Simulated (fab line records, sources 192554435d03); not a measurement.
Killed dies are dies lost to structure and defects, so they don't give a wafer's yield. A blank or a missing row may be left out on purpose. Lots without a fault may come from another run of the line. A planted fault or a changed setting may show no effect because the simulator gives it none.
Problem report in the 8D (eight disciplines) form, filled by code | flow n5_finfet | the parts of the form that need people (team, actions taken, sign-off) are left out

1. THE PROBLEM
HMC_CMP_THK at N5_PMOS_HMC_CHANNEL_EPI_THK_MEAS_22 reads a mean of 38.0 nm on 2 wafers of 2 lots; wafers without a fault read 54.2 nm with a standard deviation of 1.1. That is -15 standard deviations from the usual mean.
First seen on wafer L700.6, day 4 20:07, on film_metro-01. The record holds 31 wafers of 11 lots with a number at this step. Rule for "out", or "out of limits": more than 4 standard deviations from the usual mean. The other wafers with a number count as sound.

2. WHAT IT IS AND WHAT IT IS NOT
question                    | is               | is not
which readings at this step | HMC_CMP_THK      | -
which lots                  | L700, L704       | L688, L692, L693, L694, L705, L707, L708, L709, L710
which wafers of those lots  | L700.6, L704.6   | L700.1, L704.4
read on which gauges        | film_metro-01    | film_metro-02
when                        | from day 4 20:07 | up to then (13 sound wafers); but 16 sound wafers of L704, L705, L707, L708, L709, L710 came after

3. SUSPECTS, AND WHAT RULES EACH OUT
Counting: a tool at a process step up to the reading stays a suspect if it ran every lot that is out. Sound lots after the first of them don't rule it out here, since some wafers of a struck lot are sound.
- the gauge at N5_PMOS_HMC_CHANNEL_EPI_THK_MEAS_22: kept. All the wafers that are out were read on film_metro-01, and no step on other tools shows them out.
- rie_si-04 at N5_PMOS_HMC_CHANNEL_EPI_FIN_RECESS_16 (chemistry HBr/Cl2, target Si, target depth 54 nm, time 18 s): kept. It ran every lot that is out, first L700 (day 4 18:19); its last sound lot up to then is L693 (day 2 23:44).
- cmp-02 at N5_PMOS_HMC_CHANNEL_EPI_CMP_21 (polishes SiGe30, target thk 54 nm): kept. It ran every lot that is out, first L700 (day 4 19:56); its last sound lot up to then is L694 (day 3 07:55).
Left after counting: rie_si-04 at N5_PMOS_HMC_CHANNEL_EPI_FIN_RECESS_16, cmp-02 at N5_PMOS_HMC_CHANNEL_EPI_CMP_21, film_metro-01 at N5_PMOS_HMC_CHANNEL_EPI_THK_MEAS_22.

4. THE CAUSE (what the simulator had put in)
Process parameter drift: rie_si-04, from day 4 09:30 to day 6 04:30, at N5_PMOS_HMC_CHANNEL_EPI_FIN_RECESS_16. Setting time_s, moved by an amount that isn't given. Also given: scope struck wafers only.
Counting left 3 suspects, and this tool is among them.

5. THE CHAIN OF EFFECTS, in route order
Each row: a reading whose mean over the struck wafers that have a number lies more than 3 standard deviations from the usual. Only readings for which the record gives a usual standard deviation are gone through. hours: the time from each lot's start at the first step in this table that gives one to its start at this step, as a median over the lots. sigmas: the change in usual standard deviations.
hours | step                                | reading     | usual   | on struck wafers | change | sigmas
0     | N5_PMOS_HMC_CHANNEL_EPI_THK_MEAS_22 | HMC_CMP_THK | 54.2 nm | 38.0             | -16.2  | -15

6. WHAT WOULD HAVE CAUGHT IT SOONER
In this record the first reading out of limits at a measuring or inspecting step was taken at day 4 20:07, 11 hours after the fault began at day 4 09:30.
Of the tool readings at N5_PMOS_HMC_CHANNEL_EPI_FIN_RECESS_16 for which the record gives a usual standard deviation, none was out on any struck wafer, so an alarm limit of 4 standard deviations on them would not have fired.
Of the lots that are out (2), L704 began N5_PMOS_HMC_CHANNEL_EPI_FIN_RECESS_16 on rie_si-04 after day 4 20:07. A hold on the tool at that time would have spared it.
